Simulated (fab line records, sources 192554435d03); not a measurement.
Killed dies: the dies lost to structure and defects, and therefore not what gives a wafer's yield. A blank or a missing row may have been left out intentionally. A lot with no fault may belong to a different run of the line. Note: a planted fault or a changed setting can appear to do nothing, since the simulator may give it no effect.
fab line records -- flow n5_finfet
record: lots: 7, wafers: 21
route steps=1938 shown HKMG_FIN@386 MOL_CONTACT_COAG@535 BEOL_M0_SAQP@636 BEOL_M2@882
start_h: the number of hours between the record's first day and the start of the first shown wafer of the lot -- wait_h: hours since the lot's step before -- " identical to the entry in the row above -- L1.1+2: a single row standing in for several wafers -- - value missing, or start not given -- * or withheld: withheld -- < > ~ a bound
route shown NAME@n: names a module that has steps shown in the file, with the first one's number in the route -- usual: mean/standard deviation taken from wafers without a fault -- same: alike in all rows -- chamber/n: place in a boat -- sites: readings site by site -- _std_site: the values' standard deviation -- _edge_site: outer sites' mean less inner sites' -- radius_mm: for every site, how far away it sits from the centre of the wafer -- mask NAME#n: copy n -- behind: the last tool/chamber to shape the wafer -- hold: cause of the lot's hold/its duration in hours/its outcome -- device: names the non-switching transistor (n, p or np) -- end of line: at the end of the route, the tests of the same wafers -- a step without rows: its recipe alone -- killed: at the first sort, the dies lost to defects and structure; wafer yield is something else -- map: shows each die of a wafer: x if killed, . if not, _ if none is there
set.NAME: the setting the step ran with; set.NAME@STEP: the setting that earlier step ran with -- model.NAME: the simulator's own value behind a step, which no gauge read
lots with deliberately changed settings; one table per step, one row per wafer
== steps ==
step: N5_HKMG_FIN_HK_ALD_01
recipe: material: HfO2, target_thk_a: 16, temp_c: withheld, ald_precursor_family: HfCl4, ald_co_reactant: H2O, pulse_time_s: 3, purge_time_s: 3, co_reactant_purge_time_s: 2.5, co_reactant_pulse_time_s: 0.3, ald_cycles: 30
lot.wafer,tool,chamber,start_h,wait_h,set.ald_cycles
L079.2,ald_hk-02,2,99.02,0.0,26
L079.5+6,ald_hk-02,"3,2",99.02,0.0,30
L080.1+5+6,ald_hk-03,"1,1,2",106.75,0.0,30
L083.1+2+4,ald_hk-01,"0,2,1",126.13,0.0,30
L088.2,ald_hk-02,1,152.88,0.0,30
L088.3+5,ald_hk-02,"0,3",152.88,0.0,34
L092.2+5+6,ald_hk-02,"2,0,3",177.52,0.0,30
L095.1,ald_hk-02,0,204.75,0.0,34
L095.3+6,ald_hk-02,"2,1",204.75,0.0,30
L097.2+3,ald_hk-02,"3,1",208.95,0.0,29
L097.6,ald_hk-02,2,208.95,0.0,30
step: N5_HKMG_FIN_HK_ANNEAL_02
recipe: temp_c: 700, time_s: 30, ambient: N2, idle_temp_c: 600, ramp_up_c_per_s: 150, ramp_down_c_per_s: 60, cool_to_c: 600
step: N5_HKMG_FIN_ALD_74
recipe: material: La2O3, target_thk_a: 5, temp_c: 250, ald_precursor_family: La-Cp, ald_co_reactant: O3, pulse_time_s: 6, co_reactant_pulse_time_s: 1, purge_time_s: 3, co_reactant_purge_time_s: 3
step: N5_HKMG_FIN_WET_ETCH_82
recipe: chemistry: dHCl, mix: 1:10000, temp_c: 25, target: La2O3, stop_on: HfO2, target_depth_nm: 2, dry: ipa_marangoni, rinse_time_s: 30, rinse_temp_c: 23
step: N5_HKMG_FIN_ALD_36
recipe: material: TiN, target_thk_a: 10, temp_c: 400, ald_precursor_family: TiCl4, ald_co_reactant: NH3, pulse_time_s: 1, purge_time_s: 3, co_reactant_purge_time_s: 2, co_reactant_pulse_time_s: 2, ald_cycles: 47, pressure_torr: 3
step: N5_HKMG_FIN_THK_MEAS_70
recipe: thk_meas_gauge: xrf, reads: HfO2_of_HKMG_FIN_HK_ALD_01
usual: HK_THK: 1.585/0.018
lot.wafer,tool,chamber,start_h,wait_h,set.ald_cycles@HKMG_FIN_HK_ALD_01,HK_THK[nm]
L079.2,film_metro-01,-,102.59,0.2,26,1.375
L079.5,film_metro-01,-,102.59,0.2,30,1.595
L079.6,film_metro-01,-,102.59,0.2,30,1.568
L080.1,film_metro-02,-,110.23,0.2,30,1.595
L080.5,film_metro-02,-,110.23,0.2,30,1.597
L080.6,film_metro-02,-,110.23,0.2,30,1.573
L083.1,film_metro-02,-,129.60,0.2,30,1.590
L083.2,film_metro-02,-,129.60,0.2,30,1.606
L083.4,film_metro-02,-,129.60,0.2,30,1.584
L088.2,film_metro-01,-,156.55,0.2,30,1.554
L088.3,film_metro-01,-,156.55,0.2,34,1.775
L088.5,film_metro-01,-,156.55,0.2,34,1.803
L092.2,film_metro-02,-,181.35,0.2,30,1.554
L092.5,film_metro-02,-,181.35,0.2,30,1.595
L092.6,film_metro-02,-,181.35,0.2,30,1.604
L095.1,film_metro-02,-,208.11,0.2,34,1.773
L095.3,film_metro-02,-,208.11,0.2,30,1.601
L095.6,film_metro-02,-,208.11,0.2,30,1.580
L097.2,film_metro-02,-,212.89,0.2,29,1.565
L097.3,film_metro-02,-,212.89,0.2,29,1.521
L097.6,film_metro-02,-,212.89,0.2,30,1.553
step: N5_HKMG_FIN_ETCH_35
recipe: chemistry: N2/H2, target: SOC, target_depth_a: 2158, ion_energy_ev: 65, bias_w: 5, source_w: 3000, time_s: 243.4, pressure_mtorr: 30, n2_flow_sccm: 200, h2_flow_sccm: 200
usual: rf_vpp_V: 142.0/0.83
lot.wafer,tool,chamber,start_h,wait_h,set.bias_w,rf_vpp_V
L079.2,rie_diel-01,3,104.60,0.0,5,141.4
L079.5,rie_diel-01,1,104.60,0.0,5,142.4
L079.6,rie_diel-01,0,104.60,0.0,5,141.7
L080.1,rie_diel-03,0,111.53,0.0,5,142.6
L080.5,rie_diel-03,1,111.53,0.0,4.484,132.9
L080.6,rie_diel-03,2,111.53,0.0,4.484,132.2
L083.1,rie_diel-03,3,130.99,0.0,5,141.7
L083.2,rie_diel-03,0,130.99,0.0,5.264,148.0
L083.4,rie_diel-03,1,130.99,0.0,5,141.9
L088.2,rie_diel-01,0,158.00,0.0,5,140.9
L088.3,rie_diel-01,3,158.00,0.0,5,141.8
L088.5,rie_diel-01,0,158.00,0.0,5.86,157.2
L092.2,rie_diel-01,0,182.62,0.0,5,143.3
L092.5,rie_diel-01,2,182.62,0.0,5,142.6
L092.6,rie_diel-01,1,182.62,0.0,5,142.6
L095.1,rie_diel-06,2,209.25,0.0,5.893,159.6
L095.3,rie_diel-06,1,209.25,0.0,5.893,156.7
L095.6,rie_diel-06,3,209.25,0.0,5.893,157.7
L097.2,rie_diel-01,3,214.56,0.0,4.437,128.6
L097.3,rie_diel-01,2,214.56,0.0,5,142.5
L097.6,rie_diel-01,0,214.56,0.0,4.437,132.6
step: N5_MOL_CONTACT_COAG_CONTACT_ETCH_14
recipe: chemistry: C4F6/O2, target: SiO2, target_depth_a: 275, overetch_a: 85, mask_material: SOC, pressure_mtorr: 30, source_w: 370, bias_w: 185, Ar_flow_sccm: 300, C4F6_flow_sccm: 16, O2_flow_sccm: 10, time_s: 20, ion_energy_ev: 259.6
usual: rf_vpp_V: 693.9/2.6
lot.wafer,tool,chamber,start_h,wait_h,set.source_w,rf_vpp_V
L079.2,rie_diel-06,3,116.65,0.0,370,697.8
L079.5,rie_diel-06,1,116.65,0.0,370,695.6
L079.6,rie_diel-06,0,116.65,0.0,370,690.2
L080.1,rie_diel-06,2,123.69,0.0,413,669.0
L080.5,rie_diel-06,2,123.69,0.0,370,693.6
L080.6,rie_diel-06,1,123.69,0.0,413,668.1
L083.1,rie_diel-03,1,143.49,0.0,306.6,743.5
L083.2,rie_diel-03,0,143.49,0.0,306.6,741.6
L083.4,rie_diel-03,3,143.49,0.0,370,693.9
L088.2,rie_diel-03,2,170.47,0.0,406.1,680.9
L088.3,rie_diel-03,3,170.47,0.0,370,692.7
L088.5,rie_diel-03,2,170.47,0.0,370,693.2
L092.2,rie_diel-06,1,195.24,0.0,370,696.2
L092.5,rie_diel-06,0,195.24,0.0,370,690.6
L092.6,rie_diel-06,3,195.24,0.0,370,696.1
L095.1,rie_diel-06,1,221.57,0.0,370,694.7
L095.3,rie_diel-06,2,221.57,0.0,398.2,675.1
L095.6,rie_diel-06,1,221.57,0.0,370,695.6
L097.2,rie_diel-06,0,226.99,0.0,370,690.2
L097.3,rie_diel-06,1,226.99,0.0,370,695.6
L097.6,rie_diel-06,2,226.99,0.0,431.6,660.4
step: N5_BEOL_M0_SAQP_PECVD_96
recipe: material: a-Si, target_thk_a: 450, temp_c: 350, precursor: SiH4/He, pressure_torr: 3, rf_w: 100, time_s: 45.2
lot.wafer,tool,chamber,start_h,wait_h,set.time_s,model.a-Si_of_BEOL_M0_SAQP_PECVD_96.thk_nm
L079.2,pecvd-04,0,138.41,0.0,45.2,45.4
L079.5,pecvd-04,2,138.41,0.0,45.2,45.6
L079.6,pecvd-04,0,138.41,0.0,45.2,46.4
L080.1,pecvd-02,0,141.94,0.0,45.2,44.4
L080.5,pecvd-02,2,141.94,0.0,45.2,45
L080.6,pecvd-02,0,141.94,0.0,45.2,44.2
L083.1,pecvd-03,2,160.41,0.0,50.81,50
L083.2+4,pecvd-03,"1,2",160.41,0.0,45.2,45
L088.2,pecvd-03,0,188.04,0.0,45.2,45.4
L088.3,pecvd-03,2,188.04,0.0,43.32,42.4
L088.5,pecvd-03,0,188.04,0.0,45.2,46
L092.2,pecvd-04,1,214.79,0.0,45.2,44.6
L092.5,pecvd-04,2,214.79,0.0,45.2,46
L092.6,pecvd-04,0,214.79,0.0,45.2,45.8
L095.1,pecvd-04,2,240.27,0.0,45.2,45
L095.3,pecvd-04,1,240.27,0.0,40.52,39.6
L095.6,pecvd-04,1,240.27,0.0,40.52,40.6
L097.2,pecvd-02,2,244.44,0.0,45.2,44.6
L097.3,pecvd-02,1,244.44,0.0,41.01,40.4
L097.6,pecvd-02,0,244.44,0.0,45.2,44.4
step: N5_BEOL_M0_SAQP_PECVD_04
recipe: material: a-Si, target_thk_a: 600, temp_c: 350, precursor: SiH4/He, pressure_torr: 3, rf_w: 100, time_s: 60.2
lot.wafer,tool,chamber,start_h,wait_h,set.time_s,model.a-Si_of_BEOL_M0_SAQP_PECVD_04.thk_nm
L079.2,pecvd-04,0,138.50,0.0,60.2,58.8
L079.5,pecvd-04,2,138.50,0.0,69.19,70
L079.6,pecvd-04,0,138.50,0.0,69.19,69
L080.1,pecvd-02,0,142.07,0.0,60.2,59.6
L080.5,pecvd-02,2,142.07,0.0,60.2,61
L080.6,pecvd-02,0,142.07,0.0,54,54.4
L083.1,pecvd-03,2,160.50,0.0,55,53.6
L083.2,pecvd-03,1,160.50,0.0,60.2,60
L083.4,pecvd-03,2,160.50,0.0,55,54.8
L088.2,pecvd-03,0,188.13,0.0,60.2,59
L088.3,pecvd-03,2,188.13,0.0,60.2,58.6
L088.5,pecvd-03,0,188.13,0.0,60.2,59.6
L092.2,pecvd-04,1,214.87,0.0,60.2,58.6
L092.5,pecvd-04,2,214.87,0.0,60.2,61
L092.6,pecvd-04,0,214.87,0.0,60.2,60.4
L095.1,pecvd-04,2,240.35,0.0,60.2,59.6
L095.3+6,pecvd-04,1,240.35,0.0,60.2,59.2
L097.2,pecvd-02,2,244.53,0.0,60.2,59.8
L097.3,pecvd-02,1,244.53,0.0,65.72,65.8
L097.6,pecvd-02,0,244.53,0.0,65.72,66
step: N5_BEOL_M0_SAQP_THK_MEAS_05
usual: thk_nm: 59.8/0.93
lot.wafer,tool,chamber,start_h,wait_h,set.time_s@BEOL_M0_SAQP_PECVD_04,thk_nm
L079.2,film_metro-01,-,138.59,0.1,60.2,58.8
L079.5,film_metro-01,-,138.59,0.1,69.19,70.0
L079.6,film_metro-01,-,138.59,0.1,69.19,69.1
L080.1,film_metro-01,-,142.19,0.1,60.2,59.5
L080.5,film_metro-01,-,142.19,0.1,60.2,60.9
L080.6,film_metro-01,-,142.19,0.1,54,54.4
L083.1,film_metro-02,-,160.59,0.1,55,53.5
L083.2,film_metro-02,-,160.59,0.1,60.2,59.9
L083.4,film_metro-02,-,160.59,0.1,55,54.8
L088.2,film_metro-02,-,188.23,0.1,60.2,59.1
L088.3,film_metro-02,-,188.23,0.1,60.2,58.6
L088.5,film_metro-02,-,188.23,0.1,60.2,59.6
L092.2,film_metro-01,-,214.97,0.1,60.2,58.6
L092.5,film_metro-01,-,214.97,0.1,60.2,61.0
L092.6,film_metro-01,-,214.97,0.1,60.2,60.4
L095.1,film_metro-02,-,240.45,0.1,60.2,59.6
L095.3,film_metro-02,-,240.45,0.1,60.2,59.3
L095.6,film_metro-02,-,240.45,0.1,60.2,59.2
L097.2,film_metro-01,-,244.62,0.1,60.2,59.7
L097.3,film_metro-01,-,244.62,0.1,65.72,65.8
L097.6,film_metro-01,-,244.62,0.1,65.72,66.0
step: N5_BEOL_M0_SAQP_MANDREL_ETCH_20
recipe: target_depth_a: 600, chemistry: HBr/Cl2, target: a-Si, stop_on: SiNx, bt_time_s: 10, mask_material: SOC, over_etch_frac: 0.5, time_s: 30, pressure_mtorr: 10, icp_w: 800, bias_w: 75, HBr_flow_sccm: 150, Cl2_flow_sccm: 80, ends: end_point
usual: oes_product_au: 0.776/0.016
lot.wafer,tool,chamber,start_h,wait_h,set.over_etch_frac,set.time_s@BEOL_M0_SAQP_PECVD_04,oes_product_au,model.etch.depth_nm
L079.2,rie_si-06,2,139.43,0.0,0.5,60.2,0.766,58.73
L079.5,rie_si-06,2,139.43,0.0,0.472,69.19,0.871,69.96
L079.6,rie_si-06,1,139.43,0.0,0.5,69.19,0.837,69.05
L080.1,rie_si-04,2,143.23,0.0,0.5,60.2,0.798,59.59
L080.5,rie_si-04,3,143.23,0.0,0.4643,60.2,0.794,60.88
L080.6,rie_si-04,2,143.23,0.0,0.4643,54,0.764,54.36
L083.1,rie_si-04,1,161.46,0.0,0.4904,55,0.736,53.47
L083.2,rie_si-04,2,161.46,0.0,0.5,60.2,0.792,59.93
L083.4,rie_si-04,0,161.46,0.0,0.5,55,0.735,54.83
L088.2,rie_si-01,1,189.27,0.0,0.5362,60.2,0.763,59.07
L088.3,rie_si-01,2,189.27,0.0,0.5,60.2,0.770,58.59
L088.5,rie_si-01,1,189.27,0.0,0.5,60.2,0.779,59.61
L092.2,rie_si-01,3,215.73,0.0,0.5,60.2,0.743,58.59
L092.5,rie_si-01,2,215.73,0.0,0.5,60.2,0.798,60.95
L092.6,rie_si-01,3,215.73,0.0,0.5,60.2,0.760,60.45
L095.1,rie_si-04,2,241.32,0.0,0.5,60.2,0.799,59.47
L095.3,rie_si-04,3,241.32,0.0,0.5,60.2,0.777,59.27
L095.6,rie_si-04,2,241.32,0.0,0.5,60.2,0.798,59.18
L097.2,rie_si-06,3,245.47,0.0,0.4635,60.2,0.765,59.68
L097.3,rie_si-06,2,245.47,0.0,0.4635,65.72,0.839,65.74
L097.6,rie_si-06,3,245.47,0.0,0.4635,65.72,0.815,66.01
step: N5_BEOL_M0_SAQP_SPACER1_ALD_98
recipe: material: SiO2, target_thk_a: 128, temp_c: 300, ald_precursor_family: BDEAS, ald_co_reactant: O2-plasma, pulse_time_s: 1, purge_time_s: 2, co_reactant_purge_time_s: 2, ald_cycles: 138, pressure_torr: 2
lot.wafer,tool,chamber,start_h,wait_h,set.temp_c
L079.2+6,ald_sin-01,"1,2",140.93,1.1,313.3
L079.5,ald_sin-01,1,140.93,1.1,300
L080.1+5+6,ald_sin-01,"0,2,1",143.84,0.3,300
L083.1+2,ald_sin-04,"1,3",162.18,0.3,300
L083.4,ald_sin-04,0,162.18,0.3,292.8
L088.2,ald_sin-04,2,189.89,0.3,300
L088.3+5,ald_sin-04,"1,2",189.89,0.3,310
L092.2+5+6,ald_sin-01,"1,1,2",216.60,0.4,300
L095.1+3+6,ald_sin-04,"0,1,1",241.94,0.3,307.4
L097.2,ald_sin-01,0,246.09,0.3,300
L097.3+6,ald_sin-01,"1,2",246.09,0.3,288.2
step: N5_BEOL_M0_SAQP_SPACER1_ETCHBACK_99
recipe: chemistry: CHF3/O2, mode: anisotropic_etchback, target: SiO2, target_depth_a: 154, time_s: 7.7, pressure_mtorr: 30, source_w: 650, bias_w: 170, Ar_flow_sccm: 200, CHF3_flow_sccm: 50, O2_flow_sccm: 5, ion_energy_ev: 200
step: N5_BEOL_M0_SAQP_MANDREL1_REMOVE_100
recipe: chemistry: HBr/Cl2/O2, bt_time_s: 10, target: a-Si, stop_on: SiNx, endpoint: OES-SiCl, over_etch_frac: 0.85, icp_w: 600, bias_w: 30, HBr_flow_sccm: 150, Cl2_flow_sccm: 80, O2_flow_sccm: 5, pressure_mtorr: 10
step: N5_BEOL_M0_SAQP_ETCH_101
recipe: chemistry: CH3F/O2, target: SiNx, mask_material: SiO2, target_depth_a: 299, time_s: 42.7, pressure_mtorr: 30, source_w: 395, bias_w: 73, Ar_flow_sccm: 150, CH3F_flow_sccm: 30, O2_flow_sccm: 20, ion_energy_ev: 120
step: N5_BEOL_M0_SAQP_ETCH_102
recipe: chemistry: CF4, target: SiO2, target_depth_a: 40, ion_energy_ev: 350, time_s: 4.4, pressure_mtorr: 10, icp_w: 800, bias_w: 400, cf4_flow_sccm: 80
step: N5_BEOL_M0_SAQP_MANDREL_ETCH_103
recipe: chemistry: HBr/Cl2, target: a-Si, target_depth_a: 450, bt_time_s: 10, stop_on: SiCN, mask_material: SiO2, over_etch_frac: 0.8, time_s: 27, pressure_mtorr: 10, icp_w: 800, bias_w: 75, HBr_flow_sccm: 150, Cl2_flow_sccm: 80, ends: end_point
lot.wafer,tool,chamber,start_h,wait_h,set.time_s@BEOL_M0_SAQP_PECVD_96,model.etch.depth_nm
L079.2,rie_si-06,1,141.78,0.0,45.2,45.49
L079.5,rie_si-06,2,141.78,0.0,45.2,45.53
L079.6,rie_si-06,3,141.78,0.0,45.2,46.32
L080.1,rie_si-04,2,144.69,0.0,45.2,44.48
L080.5,rie_si-04,2,144.69,0.0,45.2,45.07
L080.6,rie_si-04,1,144.69,0.0,45.2,44.29
L083.1,rie_si-01,1,163.03,0.0,50.81,50.08
L083.2,rie_si-01,3,163.03,0.0,45.2,45.03
L083.4,rie_si-01,0,163.03,0.0,45.2,44.96
L088.2,rie_si-01,3,190.74,0.0,45.2,45.38
L088.3,rie_si-01,2,190.74,0.0,43.32,42.49
L088.5,rie_si-01,3,190.74,0.0,45.2,45.92
L092.2,rie_si-06,2,217.45,0.0,45.2,44.61
L092.5,rie_si-06,3,217.45,0.0,45.2,46
L092.6,rie_si-06,0,217.45,0.0,45.2,45.81
L095.1,rie_si-04,0,242.79,0.0,45.2,45.04
L095.3,rie_si-04,3,242.79,0.0,40.52,39.67
L095.6,rie_si-04,3,242.79,0.0,40.52,40.57
L097.2,rie_si-04,1,246.94,0.0,45.2,44.68
L097.3,rie_si-04,0,246.94,0.0,41.01,40.38
L097.6,rie_si-04,0,246.94,0.0,45.2,44.43
step: N5_BEOL_M0_SAQP_RECESS_104
recipe: chemistry: HF/NH3, target: SiO2, target_depth_a: 180, afs_cycles: 3, temp_c: 30, sublimation_temp_c: 180, sublimation_time_s: 60
step: N5_BEOL_M0_SAQP_COAT_105
recipe: resist: SOC, temp_c: 250, time_s: 60, spin_rpm: 1500, resist_thk_nm: 100
step: N5_BEOL_M0_SAQP_STRIP_108
recipe: chemistry: N2/H2, power_w: 500, temp_c: 40, pressure_mtorr: 50, rf_frequency_hz: 6e+07, overash_fraction: 0.3, bias_power_w: 28, h2_frac: 0.5, n2_flow_sccm: 300, h2_flow_sccm: 300
step: N5_BEOL_M0_SAQP_RECESS_109
recipe: chemistry: HF/NH3, target: SiO2, target_depth_a: 30, afs_cycles: 1, temp_c: 30, sublimation_temp_c: 180, sublimation_time_s: 60
step: N5_BEOL_M0_SAQP_SPACER2_ALD_26
recipe: material: SiO2, target_thk_a: 150, temp_c: 300, ald_precursor_family: BDEAS, ald_co_reactant: O2-plasma, pulse_time_s: 1, purge_time_s: 2, co_reactant_purge_time_s: 2, pressure_torr: 2
lot.wafer,tool,chamber,start_h,wait_h,set.time_s@BEOL_M0_SAQP_PECVD_96,model.a-Si_of_BEOL_M0_SAQP_PECVD_96.thk_nm
L079.2+5,ald_sin-01,"1,3",142.62,0.1,45.2,44.8
L079.6,ald_sin-01,2,142.62,0.1,45.2,45.6
L080.1,ald_sin-04,1,146.52,1.0,45.2,43.8
L080.5,ald_sin-04,0,146.52,1.0,45.2,44.4
L080.6,ald_sin-04,3,146.52,1.0,45.2,43.6
L083.1,ald_sin-01,2,165.27,1.5,50.81,49.4
L083.2+4,ald_sin-01,"0,1",165.27,1.5,45.2,44.2
L088.2,ald_sin-01,2,191.57,0.1,45.2,44.6
L088.3,ald_sin-01,1,191.57,0.1,43.32,41.8
L088.5,ald_sin-01,2,191.57,0.1,45.2,45.2
L092.2,ald_sin-02,1,218.28,0.1,45.2,43.8
L092.5,ald_sin-02,2,218.28,0.1,45.2,45.2
L092.6,ald_sin-02,3,218.28,0.1,45.2,45
L095.1,ald_sin-01,1,244.26,0.5,45.2,44.2
L095.3,ald_sin-01,3,244.26,0.5,40.52,39
L095.6,ald_sin-01,1,244.26,0.5,40.52,39.8
L097.2,ald_sin-02,3,248.11,0.4,45.2,44
L097.3,ald_sin-02,2,248.11,0.4,41.01,39.6
L097.6,ald_sin-02,1,248.11,0.4,45.2,43.8
step: N5_BEOL_M2_ALD_98
recipe: material: SiO2, target_thk_a: 25, temp_c: 100, ald_precursor_family: BDEAS, ald_co_reactant: O2-plasma, pulse_time_s: 1, co_reactant_pulse_time_s: 1, purge_time_s: 2, co_reactant_purge_time_s: 2, ald_cycles: 17, pressure_torr: 2
lot.wafer,tool,chamber,start_h,wait_h,set.ald_cycles,model.SiO2_of_BEOL_M2_ALD_98.thk_nm
L079.2+5,ald_sin-02,"2,0",163.39,0.2,17,2.4
L079.6,ald_sin-02,3,163.39,0.2,17,2.6
L080.1+5,ald_sin-01,1,171.22,0.1,17,2.6
L080.6,ald_sin-01,0,171.22,0.1,16,2.4
L083.1,ald_sin-01,0,190.11,0.4,19,2.8
L083.2+4,ald_sin-01,2,190.11,0.4,17,2.4
L088.2,ald_sin-02,0,217.56,0.1,17,2.4
L088.3,ald_sin-02,1,217.56,0.1,15,2.2
L088.5,ald_sin-02,3,217.56,0.1,17,2.6
L092.2+5+6,ald_sin-01,"1,1,2",239.15,0.1,17,2.6
L095.1+6,ald_sin-03,"1,0",277.08,0.5,19,2.8
L095.3,ald_sin-03,3,277.08,0.5,17,2.6
L097.2,ald_sin-02,0,283.59,0.1,17,2.4
L097.3+6,ald_sin-02,"2,1",283.59,0.1,18,2.6
step: N5_BEOL_M2_ETCH_70
recipe: chemistry: N2/H2, target: SOC, target_depth_a: 800, overetch_a: 240, mask_material: SiARC, temp_c: 40, time_s: 130, ion_energy_ev: 200, pressure_mtorr: 30, source_w: 840, bias_w: 150, n2_flow_sccm: 200, h2_flow_sccm: 200
lot.wafer,tool,chamber,start_h,wait_h,set.time_s,model.SiARC_of_BEOL_M2_COAT_68.thk_nm
L079.2,rie_diel-03,2,164.46,0.0,151.7,5.2
L079.5+6,rie_diel-03,"3,0",164.46,0.0,130,6
L080.1+5,rie_diel-01,3,171.37,0.0,130,6.2
L080.6,rie_diel-01,0,171.37,0.0,130,5.8
L083.1,rie_diel-06,0,192.47,0.0,144.5,5.2
L083.2,rie_diel-06,3,192.47,0.0,144.5,5.6
L083.4,rie_diel-06,2,192.47,0.0,130,5.6
L088.2+5,rie_diel-01,3,217.80,0.0,130,6
L088.3,rie_diel-01,2,217.80,0.0,149.5,5.2
L092.2+5,rie_diel-03,1,243.94,0.0,130,6
L092.6,rie_diel-03,2,243.94,0.0,130,6.2
L095.1,rie_diel-01,3,278.00,0.0,103.4,7.2
L095.3+6,rie_diel-01,"1,0",278.00,0.0,130,5.8
L097.2+6,rie_diel-06,"2,1",293.12,0.0,130,5.6
L097.3,rie_diel-06,3,293.12,0.0,130,6.2
== key ==
split: step: N5_HKMG_FIN_HK_ALD_01, setting: ald_cycles, stated: 30, by: wafer
response: step: N5_HKMG_FIN_THK_MEAS_70, reading: HK_THK, change: +0.0153, per: 1%, r: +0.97
split: step: N5_HKMG_FIN_ETCH_35, setting: bias_w, stated: 5, by: wafer
response: step: N5_HKMG_FIN_ETCH_35, reading: rf_vpp_V, change: +0.975, per: 1%, r: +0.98
split: step: N5_MOL_CONTACT_COAG_CONTACT_ETCH_14, setting: source_w, stated: 370, by: wafer
response: step: N5_MOL_CONTACT_COAG_CONTACT_ETCH_14, reading: rf_vpp_V, change: -2.25, per: 1%, r: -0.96
split: step: N5_BEOL_M0_SAQP_PECVD_96, setting: time_s, stated: 45.2, by: wafer
response: step: N5_BEOL_M0_SAQP_PECVD_96, reading: model.a-Si_of_BEOL_M0_SAQP_PECVD_96.thk_nm, change: +0.451, per: 1%, r: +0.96
response: step: N5_BEOL_M0_SAQP_MANDREL_ETCH_103, reading: model.etch.depth_nm, change: +0.455, per: 1%, r: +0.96
response: step: N5_BEOL_M0_SAQP_SPACER2_ALD_26, reading: model.a-Si_of_BEOL_M0_SAQP_PECVD_96.thk_nm, change: +0.458, per: 1%, r: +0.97
split: step: N5_BEOL_M0_SAQP_PECVD_04, setting: time_s, stated: 60.2, by: wafer
response: step: N5_BEOL_M0_SAQP_PECVD_04, reading: model.a-Si_of_BEOL_M0_SAQP_PECVD_04.thk_nm, change: +0.67, per: 1%, r: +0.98
response: step: N5_BEOL_M0_SAQP_THK_MEAS_05, reading: thk_nm, change: *, per: 1%, r: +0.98
response: step: N5_BEOL_M0_SAQP_MANDREL_ETCH_20, reading: oes_product_au, change: +0.00555, per: 1%, r: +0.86
response: step: N5_BEOL_M0_SAQP_MANDREL_ETCH_20, reading: model.etch.depth_nm, change: +0.673, per: 1%, r: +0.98
split: step: N5_BEOL_M0_SAQP_MANDREL_ETCH_20, setting: over_etch_frac, stated: 0.5, by: wafer
response none clear
split: step: N5_BEOL_M0_SAQP_SPACER1_ALD_98, setting: temp_c, stated: 300, by: wafer
response none clear
split: step: N5_BEOL_M2_ALD_98, setting: ald_cycles, stated: 17, by: wafer
response: step: N5_BEOL_M2_ALD_98, reading: model.SiO2_of_BEOL_M2_ALD_98.thk_nm, change: +0.0267, per: 1%, r: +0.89
split: step: N5_BEOL_M2_ETCH_70, setting: time_s, stated: 130, by: wafer
response: step: N5_BEOL_M2_ETCH_70, reading: model.SiARC_of_BEOL_M2_COAT_68.thk_nm, change: -0.0537, per: 1%, r: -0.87
